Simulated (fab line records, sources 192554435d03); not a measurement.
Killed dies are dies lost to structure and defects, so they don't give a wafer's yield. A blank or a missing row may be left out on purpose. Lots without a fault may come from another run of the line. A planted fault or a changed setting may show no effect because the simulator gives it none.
Chamber matching | flow n5_finfet | N5_BEOL_M14_ETCH_67 on rie_diel-04: 4 sister chambers
The step etches SiARC in CF4, target depth 143 nm, time 238.3 s. 18 wafers are shown with their chamber, then 9 later ones without.

WAFERS WITH THEIR CHAMBER
wafer  | chamber | showerhead_plenum_p_Torr (Torr) | etch_rf_on_time_s (s) | throttle_valve_pct (%)
L081.1 | 2       | 2.10                            | 241                   | 15.70
L081.2 | 1       | 2.05                            | 236                   | 15.99
L081.3 | 3       | 2.07                            | 230                   | 15.76
L081.4 | 0       | 2.18                            | 240                   | 15.67
L081.5 | 1       | 2.05                            | 238                   | 15.98
L081.6 | 2       | 2.10                            | 243                   | 15.71
L083.2 | 1       | 2.05                            | 240                   | 16.01
L083.3 | 2       | 2.10                            | 249                   | 15.73
L083.5 | 2       | 2.10                            | 248                   | 15.74
L084.2 | 0       | 2.17                            | 240                   | 15.21
L084.3 | 1       | 2.05                            | 239                   | 16.02
L084.5 | 2       | 2.09                            | 242                   | 15.25
L086.1 | 3       | 2.07                            | 229                   | 15.80
L086.2 | 1       | 2.04                            | 239                   | 16.02
L086.3 | 0       | 2.17                            | 240                   | 15.23
L086.4 | 2       | 2.09                            | 238                   | 15.26
L086.5 | 0       | 2.17                            | 238                   | 15.22
L086.6 | 1       | 2.04                            | 238                   | 16.03

SIGNATURES (means of the wafers above)
reading                  | chamber 0 | chamber 1 | chamber 2 | chamber 3 | scatter within a chamber
showerhead_plenum_p_Torr | 2.1725    | 2.0467    | 2.0967    | 2.0700    | 0.00494
etch_rf_on_time_s        | 239.50    | 238.33    | 243.50    | 229.50    | 2.7
throttle_valve_pct       | 15.3325   | 16.0083   | 15.5650   | 15.7800   | 0.178
Rule: a wafer's distance from a chamber is the root of the sum, over the readings, of the square of ((its reading less the chamber's mean) divided by the reading's scatter). The wafer belongs to the nearest chamber; if the next one is less than 2 further off, it can't be placed. The scatter: the root of (the sum of the squares of (reading less its chamber's mean) over the shown wafers, divided by (wafers less chambers)).

WAFERS WITHOUT THEIR CHAMBER
wafer  | showerhead_plenum_p_Torr (Torr) | etch_rf_on_time_s (s) | throttle_valve_pct (%)
L092.1 | 2.04                            | 244                   | 16.04
L092.2 | 2.09                            | 244                   | 15.29
L092.3 | 2.17                            | 243                   | 15.23
L092.4 | 2.06                            | 234                   | 15.82
L092.5 | 2.04                            | 243                   | 16.07
L092.6 | 2.17                            | 240                   | 15.24
L094.1 | 2.04                            | 240                   | 16.06
L094.4 | 2.06                            | 230                   | 15.83
L094.5 | 2.06                            | 235                   | 15.84

WHICH CHAMBER EACH WENT THROUGH
wafer  | from the rows above     | in truth
L092.1 | 1                       | 1
L092.2 | 2                       | 2
L092.3 | 0                       | 0
L092.4 | can't be placed: 3 or 1 | 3
L092.5 | 1                       | 1
L092.6 | 0                       | 0
L094.1 | 1                       | 1
L094.4 | 3                       | 3
L094.5 | can't be placed: 3 or 1 | 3
Placed correctly: 7 of 9. Can't be placed from these rows: 2 (the true chamber is among the candidates in 2). Placed wrongly: 0.
